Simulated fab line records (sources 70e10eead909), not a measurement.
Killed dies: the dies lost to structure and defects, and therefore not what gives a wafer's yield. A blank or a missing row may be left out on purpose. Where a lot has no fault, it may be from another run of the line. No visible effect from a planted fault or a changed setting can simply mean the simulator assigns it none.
fab line records -- flow nand_harc
record lots=12, wafers=36, last_day=33
route steps=1302 shown A_CHANNEL_HOLE_D1@477 A_CHANNEL_FILL_D1@492 A_DECK1_JOINT@518
lots that met no fault: taken from a fault-free run of the same line
start_h: the number of hours between the record's first day and the start of the first shown wafer of the lot -- wait_h: hours from the lot's prior step to this one -- " unchanged from the row above -- L1.1+2: one row covering several wafers at once -- - either no value or no given start -- * or withheld: withheld -- < > ~ a bound
route shown NAME@n: NAME is a module with steps in the file, n the number in the route of the first one -- usual: mean/standard deviation taken from wafers without a fault -- same: alike in all rows -- chamber/n: place in a boat -- sites: per-site readings -- _std_site: standard deviation of those values -- _edge_site: mean of outer sites minus mean of inner sites -- radius_mm: for every site, how far away it sits from the centre of the wafer -- mask NAME#n: copy n -- behind: the most recent tool/chamber to have shaped the wafer -- hold: the reason the lot was held/the length of the hold in hours/how it ended -- device: the transistor (n, p or np) that didn't switch -- end of line: the route-end tests of the same wafers -- where a step has no rows: the recipe by itself -- killed: at the first sort, the dies lost to defects and structure; wafer yield is something else -- map: shows each die of a wafer: x if killed, . if not, _ if none is there
set.NAME: the run value of the setting; set.NAME@STEP: its run value at that earlier step -- model.NAME: the simulator's own value behind a step, which no gauge read
steps of the route over a sample of lots; a table a step, a row a wafer
services: the hour from which a tool's chamber was out of use, counted from the record's first day as start_h (under 0 if before that day), plus the number of hours and why
## steps
# step NHARC_A_CHANNEL_HOLE_D1_ETCH_25
# recipe bias_v=5000, source_w=withheld, pressure_mtorr=20, time_s=1040.2, ar_flow_sccm=375, c4f8_flow_sccm=93.8, o2_flow_sccm=31.2, temp_c=-20, target_depth_a=15000, chemistry=C4F8/O2/Ar
# usual drypump_motor_current_A=5.8/0.35, showerhead_plenum_p_Torr=3.68/0.069, throttle_valve_pct=32.235/0.0094
lot.wafer,tool,chamber,start_h,wait_h,drypump_motor_current_A,rf_hours_counter_h,showerhead_plenum_p_Torr,throttle_valve_pct
L231.2,har_etch-02,0,200.68,0.6,5.8,297,3.60,32.246
L231.3,har_etch-02,1,200.68,0.6,5.4,-,3.76,32.237
L231.6,har_etch-02,1,200.68,0.6,5.4,-,3.76,32.232
L235.1,har_etch-02,1,232.58,0.6,5.4,301,3.76,32.237
L235.5,har_etch-02,1,232.58,0.6,5.4,-,3.76,32.228
L235.6,har_etch-02,0,232.58,0.6,5.7,-,3.59,32.227
L238.1,har_etch-02,1,263.52,0.7,5.4,312,3.75,32.222
L238.3,har_etch-02,1,263.52,0.7,5.4,-,3.75,32.224
L238.6,har_etch-02,0,263.52,0.7,5.7,-,3.58,32.242
L237.1,har_etch-01,1,263.53,0.6,6.3,129,3.70,32.235
L237.3,har_etch-01,1,263.53,0.6,6.3,-,3.70,32.238
L237.6,har_etch-01,1,263.53,0.6,6.3,-,3.70,32.235
L239.1,har_etch-02,0,284.14,0.7,5.7,332,3.58,32.233
L239.5,har_etch-02,1,284.14,0.7,5.4,-,3.75,32.222
L239.6,har_etch-02,0,284.14,0.7,5.7,-,3.58,32.234
L240.2,har_etch-01,1,287.68,0.6,6.3,133,3.70,32.240
L240.1,har_etch-01,0,287.68,0.6,5.7,133,3.70,32.222
L240.3,har_etch-01,1,287.68,0.6,6.4,-,3.70,32.233
L241.1,har_etch-02,1,295.24,0.7,5.4,320,3.75,32.226
L241.4,har_etch-02,1,295.24,0.7,5.4,-,3.75,32.233
L241.6,har_etch-02,1,295.24,0.7,5.4,-,3.75,32.236
L242.2,har_etch-01,1,317.95,0.6,6.3,155,3.69,32.234
L242.4,har_etch-01,0,317.95,0.6,5.7,-,3.69,32.220
L242.5,har_etch-01,0,317.95,0.6,5.7,-,3.69,32.244
L245.1,har_etch-01,0,338.72,0.6,5.7,175,3.68,32.215
L245.2,har_etch-01,1,338.72,0.6,6.3,175,3.68,32.224
L245.3,har_etch-01,1,338.72,0.6,6.3,-,3.68,32.236
L251.1,har_etch-02,0,407.65,0.6,5.7,10,3.92,32.229
L251.2,har_etch-02,1,407.65,0.6,5.4,10,3.71,32.240
L251.3,har_etch-02,1,407.65,0.6,5.4,-,3.71,32.229
L252.1,har_etch-01,0,411.40,0.6,5.7,217,3.65,32.245
L252.2,har_etch-01,1,411.40,0.6,6.3,217,3.65,32.248
L252.4,har_etch-01,1,411.40,0.6,6.3,-,3.65,32.242
L253.2,har_etch-01,1,415.55,0.6,6.4,221,3.65,32.230
L253.4,har_etch-01,0,415.55,0.6,5.7,-,3.65,32.242
L253.6,har_etch-01,1,415.55,0.6,6.4,-,3.65,32.235
# step NHARC_A_CHANNEL_FILL_D1_ALD_02
# recipe target_thk_a=60, pulse_time_s=10, ald_cycles=60, temp_c=300, material=SiO2
# usual heater_power_w=471/62, precursor_pulse_height_rel=1.002/0.02
lot.wafer,tool,chamber,start_h,wait_h,heater_power_w,precursor_pulse_height_rel
L231.3,ald_hk-01,0,203.82,-,477,0.997
L231.2,ald_hk-01,1,203.82,-,396,1.046
L231.6,ald_hk-01,3,203.82,-,533,1.012
L235.1,ald_hk-01,0,235.73,-,480,0.981
L235.5,ald_hk-01,0,235.73,-,470,1.013
L235.6,ald_hk-01,1,235.73,-,390,0.993
L238.1,ald_hk-01,2,266.41,-,445,1.005
L238.3,ald_hk-01,0,266.41,-,473,0.968
L238.6,ald_hk-01,3,266.41,-,524,1.028
L237.1,ald_hk-01,0,266.85,-,472,0.999
L237.3,ald_hk-01,2,266.85,-,459,1.000
L237.6,ald_hk-01,1,266.85,-,394,1.004
L239.1,ald_hk-03,0,287.00,-,454,1.010
L239.6,ald_hk-03,0,287.00,-,440,0.986
L239.5,ald_hk-03,1,287.00,-,458,0.988
L240.3,ald_hk-01,1,290.83,-,403,0.950
L240.2,ald_hk-01,2,290.83,-,442,0.990
L240.1,ald_hk-01,3,290.83,-,532,1.025
L241.4,ald_hk-02,1,298.09,-,396,0.991
L241.1,ald_hk-02,3,298.09,-,606,1.003
L241.6,ald_hk-02,2,298.09,-,426,1.010
L242.2,ald_hk-03,0,320.94,-,452,1.046
L242.4,ald_hk-03,3,320.94,-,448,1.028
L242.5,ald_hk-03,0,320.94,-,454,1.017
L245.2,ald_hk-02,3,341.81,-,593,1.014
L245.3,ald_hk-02,0,341.81,-,485,1.027
L245.1,ald_hk-02,1,341.81,-,406,0.995
L251.1,ald_hk-02,2,410.67,-,438,0.991
L251.3,ald_hk-02,3,410.67,-,607,1.036
L251.2,ald_hk-02,0,410.67,-,469,0.999
L252.1,ald_hk-01,1,416.88,-,418,0.986
L252.2,ald_hk-01,2,416.88,-,451,1.021
L252.4,ald_hk-01,3,416.88,-,509,1.020
L253.2,ald_hk-03,1,418.65,-,426,1.010
L253.4,ald_hk-03,3,418.65,-,467,0.990
L253.6,ald_hk-03,1,418.65,-,446,0.997
# step NHARC_A_DECK1_JOINT_ETCHBACK_07
# recipe target_depth_a=1050, time_s=26.9, hbr_flow_sccm=150, rf_w=350, icp_w=350, bias_w=60, chemistry=HBr
# usual drypump_motor_current_A=5.7/0.43, oes_product_au=0.998/0.011, throttle_valve_pct=23.265/0.0093
lot.wafer,tool,chamber,start_h,wait_h,drypump_motor_current_A,oes_product_au,rf_hours_counter_h,throttle_valve_pct
L231.3,rie_si-04,1,253.32,0.1,5.6,0.980,0.4,23.264
L231.2,rie_si-04,3,253.32,0.1,5.1,1.004,0.4,23.270
L231.6,rie_si-04,0,253.32,0.1,5.1,0.999,-,23.266
L235.1,rie_si-04,1,289.23,0.1,5.6,0.996,0.7,23.271
L235.6,rie_si-04,0,289.23,0.1,5.1,0.994,-,23.268
L235.5,rie_si-04,1,289.23,0.1,5.6,0.989,-,23.265
L237.3,rie_si-05,3,316.33,0.1,5.8,0.997,0,23.270
L237.1,rie_si-05,2,316.33,0.1,6.3,1.000,0,23.263
L237.6,rie_si-05,2,316.33,0.1,6.3,0.999,-,23.266
L238.3,rie_si-01,0,316.34,0.1,5.8,1.012,0.7,23.257
L238.1,rie_si-01,2,316.34,0.1,6.0,0.983,0.7,23.267
L238.6,rie_si-01,1,316.34,0.1,6.0,0.995,-,23.269
L240.1,rie_si-05,3,337.61,0.1,5.8,0.991,0.2,23.272
L240.2,rie_si-05,2,337.61,0.1,6.3,0.996,0.2,23.265
L240.3,rie_si-05,2,337.61,0.1,6.2,1.007,-,23.271
L239.1,rie_si-04,1,337.62,0.1,5.6,0.996,1.1,23.273
L239.6,rie_si-04,0,337.62,0.1,5.2,0.995,-,23.254
L239.5,rie_si-04,1,337.62,0.1,5.6,0.995,-,23.279
L241.1,rie_si-01,0,349.26,0.1,5.7,1.011,1.1,23.248
L241.4,rie_si-01,2,349.26,0.1,6.0,0.998,1.0,23.281
L241.6,rie_si-01,1,349.26,0.1,6.0,0.999,-,23.265
L242.4,rie_si-05,2,368.66,0.1,6.3,1.007,0.4,23.261
L242.2,rie_si-05,3,368.66,0.1,5.8,0.994,0.4,23.259
L242.5,rie_si-05,1,368.66,0.1,5.9,0.976,-,23.266
L245.3,rie_si-04,2,388.74,0.1,5.9,1.007,0.2,23.225
L245.2,rie_si-04,3,388.74,0.1,5.1,0.988,0.2,23.256
L245.1,rie_si-04,1,388.74,0.1,5.6,1.008,0.3,23.282
L251.3,rie_si-04,3,458.98,0.1,5.1,0.974,0.8,23.249
L251.2,rie_si-04,0,458.98,0.1,5.2,1.013,0.7,23.261
L251.1,rie_si-04,1,458.98,0.1,5.6,0.996,0.6,23.255
L253.2,rie_si-05,0,464.88,0.1,6.1,1.003,0.8,23.255
L253.4,rie_si-05,2,464.88,0.1,6.3,1.003,1.1,23.275
L253.6,rie_si-05,1,464.88,0.1,5.9,0.988,-,23.267
L252.1,rie_si-01,2,464.88,0.1,6.0,1.007,0.4,23.258
L252.2,rie_si-01,0,464.88,0.1,5.8,0.987,0.4,23.274
L252.4,rie_si-01,1,464.88,0.1,6.0,0.998,0.5,23.263
# step NHARC_A_DECK1_JOINT_DEP_16
# recipe target_thk_a=450, temp_c=400, pressure_torr=6.5, rf_w=900, teos_flow_sccm=161.4, flow_sccm=2650, target_thk_nm=45, gas=O2, material=SiO2
# usual heater_power_w=575/88, showerhead_vpp_V=1832/110, throttle_valve_pct=16.3/0.43
lot.wafer,tool,chamber,start_h,wait_h,heater_power_w,showerhead_vpp_V,throttle_valve_pct
L231.2,pecvd-03,0,285.13,0.1,578,1971,16.1
L231.3,pecvd-03,1,285.13,0.1,473,1672,16.4
L231.6,pecvd-03,2,285.13,0.1,425,1840,16.1
L235.1,pecvd-03,2,321.04,0.1,446,1824,15.8
L235.5,pecvd-03,0,321.04,0.1,598,1989,16.4
L235.6,pecvd-03,1,321.04,0.1,539,1644,16.3
L237.3,pecvd-04,2,349.08,0.1,701,1758,16.3
L237.1,pecvd-04,1,349.08,0.1,537,1913,16.1
L237.6,pecvd-04,0,349.08,0.1,439,1686,16.5
L238.3,pecvd-01,0,349.11,0.1,587,1985,15.9
L238.1,pecvd-01,1,349.11,0.1,724,1747,16.6
L238.6,pecvd-01,2,349.11,0.1,504,1868,16.3
L240.3,pecvd-04,2,372.06,0.1,613,1754,16.9
L240.1,pecvd-04,0,372.06,0.1,512,1711,16.5
L240.2,pecvd-04,1,372.06,0.1,545,1934,16.3
L239.1,pecvd-01,1,372.22,0.2,679,1734,16.7
L239.5,pecvd-01,1,372.22,0.2,687,1774,16.7
L239.6,pecvd-01,0,372.22,0.2,651,1944,15.8
L241.1,pecvd-01,0,389.80,0.1,652,1988,15.8
L241.6,pecvd-01,2,389.80,0.1,503,1863,16.2
L241.4,pecvd-01,1,389.80,0.1,720,1764,17.0
L242.2,pecvd-01,1,409.73,0.1,731,1741,16.9
L242.4,pecvd-01,2,409.73,0.1,506,1891,16.1
L242.5,pecvd-01,0,409.73,0.1,626,1985,15.8
L245.3,pecvd-01,2,420.88,0.1,539,1905,16.3
L245.1,pecvd-01,0,420.88,0.1,657,1948,15.8
L245.2,pecvd-01,1,420.88,0.1,707,1737,16.7
L251.2,pecvd-04,1,492.06,0.1,533,1929,16.2
L251.3,pecvd-04,2,492.06,0.1,699,1784,16.7
L251.1,pecvd-04,0,492.06,0.1,527,1728,16.5
L252.1,pecvd-03,1,505.95,0.1,590,1662,16.9
L252.2,pecvd-03,2,505.95,0.1,515,1820,15.6
L252.4,pecvd-03,2,505.95,0.1,375,1830,15.4
L253.2,pecvd-04,2,505.99,0.1,697,1737,16.9
L253.6,pecvd-04,0,505.99,0.1,426,1684,16.3
L253.4,pecvd-04,2,505.99,0.1,705,1745,16.6
# step NHARC_A_DECK1_JOINT_THK_MEAS_17
# recipe thk_meas_gauge=ellipsometry
# usual thk_nm=44.9/0.98
lot.wafer,tool,chamber,start_h,wait_h,thk_nm
L231.2,film_metro-01,-,285.38,0.2,45.4
L231.3,film_metro-01,-,285.38,0.2,45.3
L231.6,film_metro-01,-,285.38,0.2,45.1
L235.1,film_metro-02,-,321.31,0.2,45.0
L235.5,film_metro-02,-,321.31,0.2,46.5
L235.6,film_metro-02,-,321.31,0.2,43.5
L238.1,film_metro-01,-,349.36,0.2,46.1
L238.3,film_metro-01,-,349.36,0.2,44.4
L238.6,film_metro-01,-,349.36,0.2,46.1
L237.1,film_metro-02,-,349.36,0.2,43.2
L237.3,film_metro-02,-,349.36,0.2,45.2
L237.6,film_metro-02,-,349.36,0.2,46.9
L240.1,film_metro-01,-,372.34,0.2,44.9
L240.2,film_metro-01,-,372.34,0.2,44.9
L240.3,film_metro-01,-,372.34,0.2,44.0
L239.1,film_metro-01,-,372.59,0.3,45.8
L239.5,film_metro-01,-,372.59,0.3,46.0
L239.6,film_metro-01,-,372.59,0.3,44.6
L241.1,film_metro-01,-,390.06,0.2,42.9
L241.4,film_metro-01,-,390.06,0.2,46.8
L241.6,film_metro-01,-,390.06,0.2,43.9
L242.2,film_metro-01,-,410.01,0.3,45.1
L242.4,film_metro-01,-,410.01,0.3,46.6
L242.5,film_metro-01,-,410.01,0.3,41.6
L245.1,film_metro-01,-,421.17,0.2,36.9
L245.2,film_metro-01,-,421.17,0.2,44.3
L245.3,film_metro-01,-,421.17,0.2,44.7
L251.1,film_metro-01,-,492.34,0.2,45.3
L251.2,film_metro-01,-,492.34,0.2,43.4
L251.3,film_metro-01,-,492.34,0.2,42.8
L252.1,film_metro-01,-,506.20,0.2,44.1
L252.2,film_metro-01,-,506.20,0.2,44.8
L252.4,film_metro-01,-,506.20,0.2,44.6
L253.2,film_metro-02,-,506.21,0.2,44.9
L253.4,film_metro-02,-,506.21,0.2,45.5
L253.6,film_metro-02,-,506.21,0.2,44.6
## services
tool,chamber,start_h,hours,kind
rie_si-05,2,178.50,3.3,repair
pecvd-03,-,185.00,13.0,pm
rie_si-05,0,185.12,1.2,repair
rie_si-01,-,193.00,9.0,pm
pecvd-01,-,206.39,1.0,repair
pecvd-01,-,264.74,2.4,repair
pecvd-04,-,284.95,13.0,pm
ald_hk-01,-,298.66,10.0,pm
rie_si-05,0,304.98,49.1,repair
rie_si-05,-,305.00,9.0,pm
pecvd-01,-,323.07,13.0,pm
rie_si-05,1,337.45,0.9,repair
rie_si-04,-,342.00,9.0,pm
rie_si-04,2,366.18,6.6,repair
har_etch-02,-,378.39,17.0,pm
pecvd-01,-,430.20,1.5,repair
ald_hk-01,-,446.48,0.7,repair
pecvd-04,-,465.95,13.0,pm
ald_hk-01,-,476.66,10.0,pm
rie_si-05,1,477.25,13.9,repair
rie_si-05,-,482.00,9.0,pm
rie_si-05,-,491.45,0.6,repair
pecvd-01,-,504.31,13.0,pm
rie_si-05,-,505.61,0.5,repair
## key
first_sign step=NHARC_A_DECK1_JOINT_THK_MEAS_17, reading=thk_nm, direction=down, sigmas=5.8, usual=44.9, struck=39.3
effect none on later readings
met_at NHARC_A_DECK1_JOINT_DEP_16
struck_lots L242,L245
struck_wafers L242.5,L245.1
tester_left_out L242,L245
not_acting_at NHARC_A_CHANNEL_HOLE_D1_ETCH_25,NHARC_A_CHANNEL_FILL_D1_ALD_02,NHARC_A_DECK1_JOINT_ETCHBACK_07
onset_between 389.80 409.73
fault kind=site_profile_drift, tool=pecvd-01, chamber=0, onset_h=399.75, steps=NHARC_A_DECK1_JOINT_DEP_16, basis=fraction, max_abs_drift=0.30508, slope_share_per_hr=67.795, site_pattern=0,0,0,0,0,-1,-1,-1,-1
# tester_left_out: of these lots the tester's yield and bins aren't shown, on N5 and GAA mostly nor the transistor test; their killed dies are dies lost to structure and defects alone, not to doping, threshold or leakage, so they don't give the yield
